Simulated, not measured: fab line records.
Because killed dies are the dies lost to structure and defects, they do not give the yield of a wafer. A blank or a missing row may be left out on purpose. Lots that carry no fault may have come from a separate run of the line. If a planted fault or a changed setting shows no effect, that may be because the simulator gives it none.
Which tool was responsible? + flow n5Finfet + 9 lots with 27 wafers sampled at 6 steps, on a route of 1938 steps

## WHAT THE GAUGES SHOWED, per wafer
N5_BEOL_M3_THK_MEAS_53: measures by xrf. Usual: M3_THK 39.3 nm, standard deviation 1.7.
| lot  | measured     | on           | M3_THK (nm)    | flag |
|------|--------------|--------------|----------------|------|
| L532 | day 7 19:56  | filmMetro-01 | 43.5 41.4 43.2 |      |
| L535 | day 8 14:35  | filmMetro-02 | 40.0 38.3 40.0 |      |
| L536 | day 8 23:17  | filmMetro-01 | 37.2 39.1 37.9 |      |
| L538 | day 9 05:52  | filmMetro-02 | 39.4 37.2 41.5 |      |
| L540 | day 9 16:30  | filmMetro-02 | 36.6 40.7 37.4 |      |
| L547 | day 11 12:02 | filmMetro-01 | 40.9 40.9 39.0 |      |
| L549 | day 12 09:33 | filmMetro-01 | 37.5 39.7 39.6 |      |
| L550 | day 12 14:21 | filmMetro-01 | 39.1 42.1 40.6 |      |
| L554 | day 13 19:15 | filmMetro-01 | 37.2 39.5 41.7 |      |

N5_BEOL_M4_RC_MEAS_101. Usual: DIBL_N 35.9 mV/V, standard deviation 1.8; DIBL_P 36.2 mV/V, standard deviation 2; IOFF_N 0.16 nA/um, standard deviation 0.031; IOFF_P 0.22 nA/um, standard deviation 0.041; ION_N 676 uA/um, standard deviation 11; ION_P 465 uA/um, standard deviation 8.5; SS_N 71.4 mV/dec, standard deviation 0.64; SS_P 73.2 mV/dec, standard deviation 0.7; VT_N 250 mV, standard deviation 3.5; VT_P -250 mV, standard deviation 3.9.
| lot  | measured     | on        | DIBL_N (mV/V)  | DIBL_P (mV/V)  | IOFF_N (nA/um) | IOFF_P (nA/um) | ION_N (uA/um) | ION_P (uA/um) | SS_N (mV/dec)  | SS_P (mV/dec)  | VT_N (mV)   | VT_P (mV)      | flag |
|------|--------------|-----------|----------------|----------------|----------------|----------------|---------------|---------------|----------------|----------------|-------------|----------------|------|
| L532 | day 8 04:22  | prober-02 | 35.3 34.0 35.9 | 37.7 35.3 37.8 | 0.15 0.13 0.16 | 0.21 0.18 0.22 | 681 657 688   | 472 456 467   | 70.8 70.9 70.8 | 73.5 73.1 73.5 | 250 253 251 | -250 -252 -249 |      |
| L535 | day 9 03:10  | prober-01 | 36.8 36.2 34.8 | 36.1 35.4 34.8 | 0.18 0.15 0.15 | 0.25 0.24 0.23 | 681 673 678   | 471 474 472   | 72.3 71.4 71.2 | 73.8 74.1 73.0 | 249 250 249 | -244 -245 -247 |      |
| L536 | day 9 22:53  | prober-02 | 35.2 36.6 34.1 | 35.6 37.7 34.7 | 0.13 0.16 0.12 | 0.18 0.22 0.16 | 658 671 672   | 448 462 462   | 72.0 72.2 71.5 | 73.5 73.9 73.3 | 252 248 252 | -258 -254 -255 |      |
| L538 | day 9 22:11  | prober-01 | 34.1 36.5 36.3 | 32.5 35.7 35.0 | 0.12 0.17 0.16 | 0.19 0.24 0.22 | 672 682 675   | 468 464 459   | 71.3 71.4 71.6 | 72.5 73.8 72.7 | 253 247 249 | -250 -247 -247 |      |
| L540 | day 10 02:59 | prober-01 | 36.3 36.3 36.5 | 36.6 36.9 36.9 | 0.16 0.16 0.16 | 0.25 0.26 0.25 | 678 673 688   | 470 465 477   | 70.6 71.3 71.2 | 73.6 72.8 72.9 | 247 249 249 | -242 -245 -246 |      |
| L547 | day 12 02:34 | prober-01 | 37.0 35.4 36.2 | 35.9 35.0 35.4 | 0.19 0.14 0.16 | 0.23 0.20 0.21 | 682 678 671   | 465 468 462   | 72.1 72.1 72.0 | 72.8 72.6 73.4 | 244 251 250 | -248 -251 -251 |      |
| L549 | day 12 20:40 | prober-02 | 36.1 42.1 37.3 | 35.7 43.3 37.6 | 0.13 0.29 0.16 | 0.20 0.37 0.25 | 661 712 677   | 461 481 469   | 70.1 71.9 70.5 | 73.6 74.9 74.3 | 252 239 250 | -250 -239 -246 |      |
| L550 | day 13 02:40 | prober-01 | 38.3 38.3 37.5 | 40.2 39.0 37.9 | 0.22 0.20 0.18 | 0.28 0.26 0.24 | 679 685 678   | 470 476 464   | 72.5 72.2 72.2 | 74.3 73.0 73.7 | 247 246 248 | -245 -246 -247 |      |
| L554 | day 14 09:07 | prober-02 | 35.7 35.4 35.6 | 35.5 35.8 36.1 | 0.13 0.13 0.14 | 0.15 0.15 0.15 | 676 678 675   | 456 464 452   | 70.6 70.6 71.2 | 73.4 72.5 73.0 | 250 254 249 | -258 -259 -256 |      |

## WHICH TOOL RAN EACH LOT (tool, then ch and the chambers of the sampled wafers, then the start)
| lot  | N5_BEOL_M3_PECVD_72             | N5_BEOL_M3_ANNEAL_89        | N5_BEOL_M3_ANNEAL_51            | N5_BEOL_M3_CMP_52             |
|------|---------------------------------|-----------------------------|---------------------------------|-------------------------------|
| L532 | pecvd-04 ch 1,2, day 7 02:13    | pvdSputter-03, day 7 18:20  | rtpAnneal-02 ch 0, day 7 19:20  | cmp-03 ch 0,1, day 7 19:40    |
| L535 | pecvd-02 ch 0,1, day 8 01:26    | pvdSputter-02, day 8 13:00  | rtpAnneal-01 ch 0, day 8 14:02  | cmp-03 ch 0,1,2, day 8 14:17  |
| L536 | pecvd-02 ch 0,2, day 8 10:41    | pvdSputter-03, day 8 20:56  | rtpAnneal-01 ch 0, day 8 22:44  | cmp-02 ch 0,1, day 8 22:59    |
| L538 | pecvd-02 ch 1,2, day 8 19:30    | pvdSputter-02, day 9 03:22  | rtpAnneal-01 ch 0, day 9 05:17  | cmp-03 ch 0,2,3, day 9 05:35  |
| L540 | pecvd-02 ch 0,1,2, day 9 08:33  | pvdSputter-02, day 9 14:06  | rtpAnneal-01 ch 0, day 9 16:00  | cmp-02 ch 0,1, day 9 16:13    |
| L547 | pecvd-03 ch 0,1,2, day 11 04:38 | pvdSputter-03, day 11 10:26 | rtpAnneal-02 ch 0, day 11 11:26 | cmp-03 ch 0,2,3, day 11 11:46 |
| L549 | pecvd-02 ch 0,1,2, day 11 23:48 | pvdSputter-01, day 12 07:58 | rtpAnneal-01 ch 0, day 12 08:58 | cmp-02 ch 0,2,3, day 12 09:15 |
| L550 | pecvd-04 ch 0,2, day 12 02:18   | pvdSputter-02, day 12 12:46 | rtpAnneal-02 ch 0, day 12 13:46 | cmp-03 ch 0,2,3, day 12 14:08 |
| L554 | pecvd-02 ch 0,1,2, day 13 03:35 | pvdSputter-03, day 13 17:39 | rtpAnneal-01 ch 0, day 13 18:39 | cmp-02 ch 0,2, day 13 18:58   |
- N5_BEOL_M3_PECVD_72: deposits SiO2 from TEOS/O2, target thk 16 nm, time 18 s.
- N5_BEOL_M3_ANNEAL_89: time 240 s.
- N5_BEOL_M3_ANNEAL_51: time 90 s.
- N5_BEOL_M3_CMP_52: polishes, stops on SiOC, t overpolish 6.8 s, target thk 40 nm.

## WHAT THE TOOLS THEMSELVES READ (means of the sampled wafers that have a number; where no wafer has one, the mark that the record gives instead)
N5_BEOL_M3_PECVD_72. Usual: heaterPowerW 657 W, standard deviation 69; showerheadPlenumPTorr 8.79 Torr, standard deviation 0.065; throttleValvePct 22.5 %, standard deviation 1.
| lot  | tool     | heaterPowerW (W) | showerheadPlenumPTorr (Torr) | throttleValvePct (%) | flag |
|------|----------|------------------|------------------------------|----------------------|------|
| L532 | pecvd-04 | 650              | 8.82                         | 22.0                 |      |
| L535 | pecvd-02 | 734              | 8.81                         | 22.9                 |      |
| L536 | pecvd-02 | 702              | 8.78                         | 22.6                 |      |
| L538 | pecvd-02 | 641              | 8.72                         | 22.4                 |      |
| L540 | pecvd-02 | 669              | 8.76                         | 22.6                 |      |
| L547 | pecvd-03 | 659              | 8.81                         | 22.7                 |      |
| L549 | pecvd-02 | 652              | 8.76                         | 22.7                 |      |
| L550 | pecvd-04 | 632              | 8.77                         | 20.5                 |      |
| L554 | pecvd-02 | 687              | 8.77                         | 22.8                 |      |

N5_BEOL_M3_ANNEAL_89. Usual: heaterPowerW reads 838 W (standard deviation 99).
| lot  | tool          | heaterPowerW (W) | flag |
|------|---------------|------------------|------|
| L532 | pvdSputter-03 | 867              |      |
| L535 | pvdSputter-02 | 695              |      |
| L536 | pvdSputter-03 | 910              |      |
| L538 | pvdSputter-02 | 682              |      |
| L540 | pvdSputter-02 | 779              |      |
| L547 | pvdSputter-03 | 875              |      |
| L549 | pvdSputter-01 | 849              |      |
| L550 | pvdSputter-02 | 746              |      |
| L554 | pvdSputter-03 | 853              |      |

N5_BEOL_M3_ANNEAL_51. Usual: wafer_temp_C_max reads 225.70 (standard deviation 0.25).
| lot  | tool         | wafer_temp_C_max | flag |
|------|--------------|------------------|------|
| L532 | rtpAnneal-02 | 225.87           |      |
| L535 | rtpAnneal-01 | 225.76           |      |
| L536 | rtpAnneal-01 | 225.43           |      |
| L538 | rtpAnneal-01 | 225.56           |      |
| L540 | rtpAnneal-01 | 225.46           |      |
| L547 | rtpAnneal-02 | 225.97           |      |
| L549 | rtpAnneal-01 | 225.60           |      |
| L550 | rtpAnneal-02 | 225.94           |      |
| L554 | rtpAnneal-01 | 225.75           |      |

N5_BEOL_M3_CMP_52. Usual: barrierFieldEndpointS 24.8 s, standard deviation 0.74; motorCurrentA 6.3 A, standard deviation 0.52; overpolishRunS 6.800 s, standard deviation 0.0084.
| lot  | tool   | barrierFieldEndpointS (s) | motorCurrentA (A) | overpolishRunS (s) | flag |
|------|--------|---------------------------|-------------------|--------------------|------|
| L532 | cmp-03 | 26.0                      | 6.1               | 6.807              |      |
| L535 | cmp-03 | 24.8                      | 6.1               | 6.799              |      |
| L536 | cmp-02 | 24.3                      | 6.3               | 6.798              |      |
| L538 | cmp-03 | 28.9                      | 6.5               | 6.115              | OFF  |
| L540 | cmp-02 | 27.5                      | 6.0               | 6.759              | OFF  |
| L547 | cmp-03 | 26.0                      | 6.4               | 6.813              |      |
| L549 | cmp-02 | 25.4                      | 5.8               | 6.802              |      |
| L550 | cmp-03 | 25.2                      | 6.5               | 6.797              |      |
| L554 | cmp-02 | 24.3                      | 6.1               | 6.800              |      |

## THE ANSWER, worked out from the rows above alone
Rule: a lot counts as off when the mean over its wafers that have a number is more than 3 standard deviations away from the usual mean. Also off: a lot with no number at a reading for which 4 or more lots have one. Any other lot the step has rows for is counted as sound. After the gauges, taken in route order, come the tools' own readings; for these a lot's mean is taken, as printed above. At the first step where some lot is off, the reading lying furthest off is the one used; lots without a number count as furthest.
Off: L538, L540 (N5_BEOL_M3_CMP_52, overpolishRunS).
If a tool, at that step or one of the process steps before it, ran each lot that is off and ran no sound lot following the first of them, it fits. Of those tried, none fits.

## WHAT HAD BEEN PUT IN BY THE SIMULATOR
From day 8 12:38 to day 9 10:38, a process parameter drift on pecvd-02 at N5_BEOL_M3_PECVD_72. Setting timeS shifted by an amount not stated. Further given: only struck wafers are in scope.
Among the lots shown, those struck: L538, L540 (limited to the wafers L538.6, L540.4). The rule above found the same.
